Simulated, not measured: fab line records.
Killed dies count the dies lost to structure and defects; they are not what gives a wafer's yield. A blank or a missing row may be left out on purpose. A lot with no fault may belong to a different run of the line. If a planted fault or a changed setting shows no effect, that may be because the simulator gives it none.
3 desks looking at one fault -- flow nand harc -- only its own numbers are on each desk; what lay behind them is given at the end

THE DEFECT DESK
For each lot, the counts of the inspections along the route, averaged over the sampled wafers that have a number. If a lot's mean is further than 4 standard deviations from the usual mean, the lot is out of limits and carries the mark OUT (the distance appears in the brackets).
Columns: A = raw defect count at NHARC_P_STI_INSPECT_11, usual 5.9
lot,first seen here,A
L985,day 2 20:24,3.7
L988,day 4 04:23,2.7
L989,day 4 12:56,8.7
L990,day 4 22:43,4.3
L991,day 5 06:50,5.0
L992,day 5 16:37,6.3
L993,day 6 02:47,4.3
L997,day 7 18:48,5.0
L103,day 10 06:40,6.7
L104,day 10 17:21,4.7
L106,day 11 14:56,4.7
L107,day 11 23:48,7.7
L108,day 12 09:18,7.3
This desk's finding: nothing out of limits on any of the 13 lots.

AT THE TOOL OWNER'S DESK: litho track-07
The tool's own readings at NHARC_P_ZERO_WELL_PEB_09 (peb time 80 s): means of the sampled wafers that have a number, for each lot that ran on this tool. If a lot's mean is further than 4 standard deviations from the usual mean, the lot is out of limits and carries the mark OUT (the distance appears in the brackets).
Columns: A = exhaust pa at NHARC_P_ZERO_WELL_PEB_09, usual 44.9 Pa
lot,first seen here,A
L985,day 1 21:09,46.2
L993,day 5 05:02,46.6
L997,day 6 21:16,45.3
L103,day 9 09:10,43.8
L104,day 9 19:10,45.2
This desk's finding: nothing out of limits on any of the 5 lots.

FROM THE METROLOGY DESK
Means of the sampled wafers that have a number, per lot and without regard to the tool the lot ran on: this is what the gauges read. If a lot's mean is further than 4 standard deviations from the usual mean, the lot is out of limits and carries the mark OUT (the distance appears in the brackets).
Columns: A = cd nm at NHARC_P_ZERO_WELL_CD_MEAS_11, usual 500.7 nm; B = overlay x nm at NHARC_P_GATE_OVL_MEAS_27, usual -0.1 nm; C = overlay y nm at NHARC_P_GATE_OVL_MEAS_27, usual 0.0 nm
lot,first seen here,A,B,C
L985,day 1 21:14,500.1,0.4,1.0
L988,day 3 03:07,499.3,-0.6,-0.3
L989,day 3 13:25,498.7,-0.2,1.0
L990,day 3 23:22,502.1,-0.7,-1.4
L991,day 4 09:07,497.8,0.3,-0.5
L992,day 4 19:08,500.0,0.7,-0.8
L993,day 5 05:07,497.8,-0.6,0.4
L997,day 6 21:22,498.9,-0.8,0.9
L103,day 9 09:15,507.4,-0.5,-0.5
L104,day 9 19:15,504.6,0.6,0.1
L106,day 10 15:14,498.3,0.2,-1.1
L107,day 11 01:07,500.3,0.2,0.4
L108,day 11 11:07,502.4,0.0,1.3
This desk's finding: nothing out of limits on any of the 13 lots.

ALL TOGETHER
Nothing out of limits was seen by the defect desk.
The tool owner's desk saw nothing out of limits.
From the metrology desk's view, nothing was out of limits.

WHAT THE SIMULATOR HAD INSERTED
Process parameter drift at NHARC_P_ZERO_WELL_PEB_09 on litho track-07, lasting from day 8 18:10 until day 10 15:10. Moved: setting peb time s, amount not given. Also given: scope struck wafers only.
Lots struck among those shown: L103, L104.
